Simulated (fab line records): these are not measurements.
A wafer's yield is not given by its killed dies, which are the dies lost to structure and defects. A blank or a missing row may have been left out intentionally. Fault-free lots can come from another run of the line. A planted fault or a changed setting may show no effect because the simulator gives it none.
fab line records :: flow nand-harc
[record]
  lots = 6
  wafers = 18
  last-day = 34
route steps=1302 shown P_M1@313 P_M2@318
lots with no fault: from the same line, run without faults
start-h: hours from the record's opening day to when the first of the lot's shown wafers began :: wait-h: how many hours have passed since the lot's step before this one :: " same as the row above :: L1.1+2: one row covering several wafers at once :: - value missing, or start not given :: * or withheld: withheld :: < > ~ a bound
route shown NAME@n: a module of which the file shows steps, and the number in the route of the first :: usual: the fault-free wafers' mean and standard deviation :: same: alike in all rows :: chamber/n: place in a boat :: sites: readings site by site :: _std_site: the values' standard deviation :: _edge_site: inner sites' mean taken away from outer sites' mean :: radius-mm: for every site, how far away it sits from the centre of the wafer :: mask NAME#n: copy n :: behind: the tool/chamber that last shaped the wafer :: hold: why the lot was held/for how many hours/how that ended :: device: transistor that didn't switch, given as n, p or np :: end of line: the same wafers' tests at the end of the route :: where a step has no rows: the recipe by itself :: killed: count of dies lost to structure and defects at first sort (not the wafer's yield) :: map: the dies of a wafer, with x for killed, . for not killed, _ for no die there
set.NAME: setting as actually run; set.NAME@STEP: the setting as run at that earlier step :: model.NAME: the simulator's own value behind a step, which no gauge read
lots seen at some steps along the route; tables by step, rows by wafer
services: the hour from which a tool's chamber was out of use, counted from the record's first day as start-h (under 0 if before that day), plus the number of hours and why
[[steps]]
[step NHARC_P_M1_SRD_25]
[step NHARC_P_M1_INSPECT_27]
[usual]
  raw-defect-count = 352/180
lot.wafer: L642.1
tool: defect-inspect-01
chamber: -
start-h: 184.52
wait-h: 0.0
raw-defect-count: 157

lot.wafer: L642.3
tool: defect-inspect-01
chamber: -
start-h: 184.52
wait-h: 0.0
raw-defect-count: 300

lot.wafer: L642.5
tool: defect-inspect-01
chamber: -
start-h: 184.52
wait-h: 0.0
raw-defect-count: 376

lot.wafer: L646.1
tool: defect-inspect-02
chamber: -
start-h: 223.21
wait-h: 0.0
raw-defect-count: 306

lot.wafer: L646.2
tool: defect-inspect-02
chamber: -
start-h: 223.21
wait-h: 0.0
raw-defect-count: 280

lot.wafer: L646.6
tool: defect-inspect-02
chamber: -
start-h: 223.21
wait-h: 0.0
raw-defect-count: 287

lot.wafer: L647.1
tool: defect-inspect-01
chamber: -
start-h: 237.99
wait-h: 0.0
raw-defect-count: 327

lot.wafer: L647.4
tool: defect-inspect-01
chamber: -
start-h: 237.99
wait-h: 0.0
raw-defect-count: 327

lot.wafer: L647.6
tool: defect-inspect-01
chamber: -
start-h: 237.99
wait-h: 0.0
raw-defect-count: 267

lot.wafer: L655.2
tool: defect-inspect-01
chamber: -
start-h: 311.86
wait-h: 0.0
raw-defect-count: 583

lot.wafer: L655.4
tool: defect-inspect-01
chamber: -
start-h: 311.86
wait-h: 0.0
raw-defect-count: 385

lot.wafer: L655.5
tool: defect-inspect-01
chamber: -
start-h: 311.86
wait-h: 0.0
raw-defect-count: 420

lot.wafer: L656.2
tool: defect-inspect-01
chamber: -
start-h: 320.38
wait-h: 0.0
raw-defect-count: 263

lot.wafer: L656.4
tool: defect-inspect-01
chamber: -
start-h: 320.38
wait-h: 0.0
raw-defect-count: 258

lot.wafer: L656.5
tool: defect-inspect-01
chamber: -
start-h: 320.38
wait-h: 0.0
raw-defect-count: 203

lot.wafer: L660.2
tool: defect-inspect-02
chamber: -
start-h: 362.36
wait-h: 0.0
raw-defect-count: 351

lot.wafer: L660.4
tool: defect-inspect-02
chamber: -
start-h: 362.36
wait-h: 0.0
raw-defect-count: 256

lot.wafer: L660.6
tool: defect-inspect-02
chamber: -
start-h: 362.36
wait-h: 0.0
raw-defect-count: 365
[step NHARC_P_M1_PRE_CLEAN_32]
[recipe]
  time-s = 12
  temp-c = 370
  rf-power-w = 300
  gas = NH3
[usual]
  heater-power-w = 664/88
lot.wafer: L642.1
tool: pecvd-03
chamber: 2
start-h: 184.61
wait-h: 0.1
heater-power-w: 708

lot.wafer: L642.3
tool: pecvd-03
chamber: 2
start-h: 184.61
wait-h: 0.1
heater-power-w: 697

lot.wafer: L642.5
tool: pecvd-03
chamber: 2
start-h: 184.61
wait-h: 0.1
heater-power-w: 683

lot.wafer: L646.1
tool: pecvd-03
chamber: 0
start-h: 223.28
wait-h: 0.1
heater-power-w: 685

lot.wafer: L646.2
tool: pecvd-03
chamber: 2
start-h: 223.28
wait-h: 0.1
heater-power-w: 644

lot.wafer: L646.6
tool: pecvd-03
chamber: 1
start-h: 223.28
wait-h: 0.1
heater-power-w: 698

lot.wafer: L647.1
tool: pecvd-04
chamber: 0
start-h: 238.09
wait-h: 0.1
heater-power-w: 736

lot.wafer: L647.6
tool: pecvd-04
chamber: 2
start-h: 238.09
wait-h: 0.1
heater-power-w: 662

lot.wafer: L647.4
tool: pecvd-04
chamber: 1
start-h: 238.09
wait-h: 0.1
heater-power-w: 563

lot.wafer: L655.2
tool: pecvd-02
chamber: 1
start-h: 311.93
wait-h: 0.1
heater-power-w: 663

lot.wafer: L655.4
tool: pecvd-02
chamber: 2
start-h: 311.93
wait-h: 0.1
heater-power-w: 787

lot.wafer: L655.5
tool: pecvd-02
chamber: 0
start-h: 311.93
wait-h: 0.1
heater-power-w: 532

lot.wafer: L656.2
tool: pecvd-04
chamber: 1
start-h: 320.83
wait-h: 0.5
heater-power-w: 453

lot.wafer: L656.5
tool: pecvd-04
chamber: 1
start-h: 320.83
wait-h: 0.5
heater-power-w: 444

lot.wafer: L656.4
tool: pecvd-04
chamber: 2
start-h: 320.83
wait-h: 0.5
heater-power-w: 681

lot.wafer: L660.2
tool: pecvd-03
chamber: 2
start-h: 362.43
wait-h: 0.1
heater-power-w: 671

lot.wafer: L660.6
tool: pecvd-03
chamber: 2
start-h: 362.43
wait-h: 0.1
heater-power-w: 678

lot.wafer: L660.4
tool: pecvd-03
chamber: 1
start-h: 362.43
wait-h: 0.1
heater-power-w: 684
[step NHARC_P_M1_DEP_33]
[recipe]
  target-thk-a = 300
  temp-c = 370
  target-thk-nm = 30
  pressure-torr = 3
  flow-sccm = 200
  rf-w = 450
  material = SiCN
[usual]
  heater-power-w = 610/99
lot.wafer: L642.1
tool: pecvd-03
chamber: 2
start-h: 184.77
wait-h: 0.1
heater-power-w: 525

lot.wafer: L642.3
tool: pecvd-03
chamber: 2
start-h: 184.77
wait-h: 0.1
heater-power-w: 528

lot.wafer: L642.5
tool: pecvd-03
chamber: 2
start-h: 184.77
wait-h: 0.1
heater-power-w: 524

lot.wafer: L646.1
tool: pecvd-03
chamber: 0
start-h: 223.36
wait-h: 0.1
heater-power-w: 630

lot.wafer: L646.2
tool: pecvd-03
chamber: 2
start-h: 223.36
wait-h: 0.1
heater-power-w: 678

lot.wafer: L646.6
tool: pecvd-03
chamber: 1
start-h: 223.36
wait-h: 0.1
heater-power-w: 556

lot.wafer: L647.1
tool: pecvd-04
chamber: 0
start-h: 238.19
wait-h: 0.1
heater-power-w: 723

lot.wafer: L647.6
tool: pecvd-04
chamber: 2
start-h: 238.19
wait-h: 0.1
heater-power-w: 611

lot.wafer: L647.4
tool: pecvd-04
chamber: 1
start-h: 238.19
wait-h: 0.1
heater-power-w: 430

lot.wafer: L655.2
tool: pecvd-02
chamber: 1
start-h: 312.01
wait-h: 0.1
heater-power-w: 603

lot.wafer: L655.4
tool: pecvd-02
chamber: 2
start-h: 312.01
wait-h: 0.1
heater-power-w: 731

lot.wafer: L655.5
tool: pecvd-02
chamber: 0
start-h: 312.01
wait-h: 0.1
heater-power-w: 482

lot.wafer: L656.2
tool: pecvd-04
chamber: 1
start-h: 320.94
wait-h: 0.1
heater-power-w: 478

lot.wafer: L656.5
tool: pecvd-04
chamber: 1
start-h: 320.94
wait-h: 0.1
heater-power-w: 477

lot.wafer: L656.4
tool: pecvd-04
chamber: 2
start-h: 320.94
wait-h: 0.1
heater-power-w: 529

lot.wafer: L660.2
tool: pecvd-03
chamber: 2
start-h: 362.51
wait-h: 0.1
heater-power-w: 629

lot.wafer: L660.6
tool: pecvd-03
chamber: 2
start-h: 362.51
wait-h: 0.1
heater-power-w: 618

lot.wafer: L660.4
tool: pecvd-03
chamber: 1
start-h: 362.51
wait-h: 0.1
heater-power-w: 675
[step NHARC_P_M2_DEP_00]
[recipe]
  target-thk-a = 1825
  target-thk-nm = 182.5
  temp-c = withheld
  pressure-torr = 5
  flow-sccm = 200
  rf-w = 600
  material = SiOC
[step NHARC_P_M2_DEHYDRATE_01]
[recipe]
  temp-c = 150
  time-s = 120
[step NHARC_P_M2_HMDS_02]
[recipe]
  time-s = 30
[step NHARC_P_M2_COAT_34]
[recipe]
  temp-c = 200
  time-s = 65
[step NHARC_P_M2_COAT_03]
[recipe]
  spin-rpm = 1500
  resist-thk-nm = 90
[step NHARC_P_M2_SOFTBAKE_04]
[recipe]
  temp-c = 105
  time-s = 55
[step NHARC_P_M2_EBR_05]
[step NHARC_P_M2_EXPOSE_06]
[recipe]
  na = 1.35
  target-cd-nm = 170
  dose-mj = 80.78
  mask-id = P_M2
[usual]
  exposure-dose-mJ-cm2 = 80.72/0.086
  focus-offset-nm = 0.0/0.55
lot.wafer: L642.1
tool: arfi-scanner-02
chamber: 0
start-h: 185.94
wait-h: -
mask: P_M2#0
exposure-dose-mJ-cm2: 80.68
focus-offset-nm: 0.5

lot.wafer: L642.3
tool: arfi-scanner-02
chamber: 0
start-h: 185.94
wait-h: -
mask: P_M2#0
exposure-dose-mJ-cm2: 80.60
focus-offset-nm: 0.8

lot.wafer: L642.5
tool: arfi-scanner-02
chamber: 0
start-h: 185.94
wait-h: -
mask: P_M2#0
exposure-dose-mJ-cm2: 80.62
focus-offset-nm: 0.7

lot.wafer: L646.1
tool: arfi-scanner-03
chamber: 0
start-h: 224.46
wait-h: -
mask: P_M2#0
exposure-dose-mJ-cm2: 80.86
focus-offset-nm: -0.8

lot.wafer: L646.2
tool: arfi-scanner-03
chamber: 0
start-h: 224.46
wait-h: -
mask: P_M2#0
exposure-dose-mJ-cm2: 80.74
focus-offset-nm: -0.6

lot.wafer: L646.6
tool: arfi-scanner-03
chamber: 0
start-h: 224.46
wait-h: -
mask: P_M2#0
exposure-dose-mJ-cm2: 80.68
focus-offset-nm: -0.9

lot.wafer: L647.1
tool: arfi-scanner-03
chamber: 0
start-h: 239.15
wait-h: -
mask: P_M2#0
exposure-dose-mJ-cm2: 80.82
focus-offset-nm: 0.2

lot.wafer: L647.4
tool: arfi-scanner-03
chamber: 0
start-h: 239.15
wait-h: -
mask: P_M2#0
exposure-dose-mJ-cm2: 80.69
focus-offset-nm: 0.1

lot.wafer: L647.6
tool: arfi-scanner-03
chamber: 0
start-h: 239.15
wait-h: -
mask: P_M2#0
exposure-dose-mJ-cm2: 80.76
focus-offset-nm: -0.3

lot.wafer: L655.2
tool: arfi-scanner-03
chamber: -
start-h: 313.12
wait-h: -
mask: P_M2#0
exposure-dose-mJ-cm2: -
focus-offset-nm: -

lot.wafer: L655.4
tool: arfi-scanner-03
chamber: -
start-h: 313.12
wait-h: -
mask: P_M2#0
exposure-dose-mJ-cm2: -
focus-offset-nm: -

lot.wafer: L655.5
tool: arfi-scanner-03
chamber: -
start-h: 313.12
wait-h: -
mask: P_M2#0
exposure-dose-mJ-cm2: -
focus-offset-nm: -

lot.wafer: L656.2
tool: arfi-scanner-03
chamber: -
start-h: 321.87
wait-h: -
mask: P_M2#0
exposure-dose-mJ-cm2: -
focus-offset-nm: -

lot.wafer: L656.4
tool: arfi-scanner-03
chamber: -
start-h: 321.87
wait-h: -
mask: P_M2#0
exposure-dose-mJ-cm2: -
focus-offset-nm: -

lot.wafer: L656.5
tool: arfi-scanner-03
chamber: -
start-h: 321.87
wait-h: -
mask: P_M2#0
exposure-dose-mJ-cm2: -
focus-offset-nm: -

lot.wafer: L660.2
tool: arfi-scanner-01
chamber: 0
start-h: 363.62
wait-h: -
mask: P_M2#0
exposure-dose-mJ-cm2: 80.72
focus-offset-nm: -0.2

lot.wafer: L660.4
tool: arfi-scanner-01
chamber: 0
start-h: 363.62
wait-h: -
mask: P_M2#0
exposure-dose-mJ-cm2: 80.86
focus-offset-nm: -0.2

lot.wafer: L660.6
tool: arfi-scanner-01
chamber: 0
start-h: 363.62
wait-h: -
mask: P_M2#0
exposure-dose-mJ-cm2: 80.85
focus-offset-nm: 0.1
[step NHARC_P_M2_PEB_07]
[recipe]
  peb-temp-c = 100
  peb-time-s = 65
[[services]]
tool: arfi-scanner-03
chamber: -
start-h: 176.80
hours: 1.3
kind: repair

tool: pecvd-03
chamber: 1
start-h: 178.62
hours: 7.4
kind: repair

tool: pecvd-03
chamber: -
start-h: 185.09
hours: 13.0
kind: pm

tool: pecvd-03
chamber: 0
start-h: 185.09
hours: 13.0
kind: vent-cycle

tool: pecvd-03
chamber: 2
start-h: 185.09
hours: 13.0
kind: vent-cycle

tool: arfi-scanner-03
chamber: -
start-h: 196.02
hours: 4.0
kind: pm

tool: pecvd-03
chamber: 0
start-h: 198.09
hours: -
kind: clean

tool: pecvd-03
chamber: 1
start-h: 198.09
hours: -
kind: clean

tool: pecvd-03
chamber: 2
start-h: 198.09
hours: -
kind: clean

tool: arfi-scanner-01
chamber: -
start-h: 211.24
hours: 2.4
kind: repair

tool: arfi-scanner-03
chamber: -
start-h: 215.50
hours: 5.7
kind: repair

tool: pecvd-02
chamber: -
start-h: 227.00
hours: 13.0
kind: pm

tool: arfi-scanner-03
chamber: 0
start-h: 251.28
hours: -
kind: calibration

tool: arfi-scanner-01
chamber: -
start-h: 252.00
hours: 4.0
kind: pm

tool: pecvd-04
chamber: -
start-h: 269.12
hours: 13.0
kind: pm

tool: pecvd-04
chamber: 0
start-h: 269.12
hours: 13.0
kind: vent-cycle

tool: pecvd-04
chamber: 1
start-h: 269.12
hours: 13.0
kind: vent-cycle

tool: pecvd-04
chamber: 2
start-h: 269.12
hours: 13.0
kind: vent-cycle

tool: pecvd-04
chamber: -
start-h: 297.92
hours: 3.2
kind: repair

tool: arfi-scanner-02
chamber: -
start-h: 312.00
hours: 4.0
kind: pm

tool: arfi-scanner-03
chamber: -
start-h: 325.57
hours: 1.8
kind: repair

tool: pecvd-03
chamber: -
start-h: 341.62
hours: 1.5
kind: repair

tool: pecvd-04
chamber: 1
start-h: 348.25
hours: 4.9
kind: repair

tool: pecvd-02
chamber: 0
start-h: 356.47
hours: 15.9
kind: repair
[[key]]
[first-sign]
  step = NHARC_P_M2_EXPOSE_06
  reading = tool-record
  direction = missing
effect none on later readings
met-at NHARC_P_M2_EXPOSE_06
struck-wafers L655.2,L655.4,L655.5,L656.2,L656.4,L656.5
later-rows-left-out L655.2,L655.4,L655.5,L656.2,L656.4,L656.5
sort-left-out L655.2,L655.4,L655.5,L656.2,L656.4,L656.5
onset-between 239.15 313.12
[fault]
  kind = skipped-step-whole
  tool = arfi-scanner-03
  chamber = -
  onset-h = 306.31
  steps = NHARC_P_M2_EXPOSE_06
  scope = struck-lots-only
// sort-left-out: the simulated sort isn't trusted on such a fault, so these wafers' sort isn't shown, and their yield isn't known
// later-rows-left-out: the simulator's readings of these wafers behind a module that went badly wrong aren't trusted and aren't shown, but for the sort
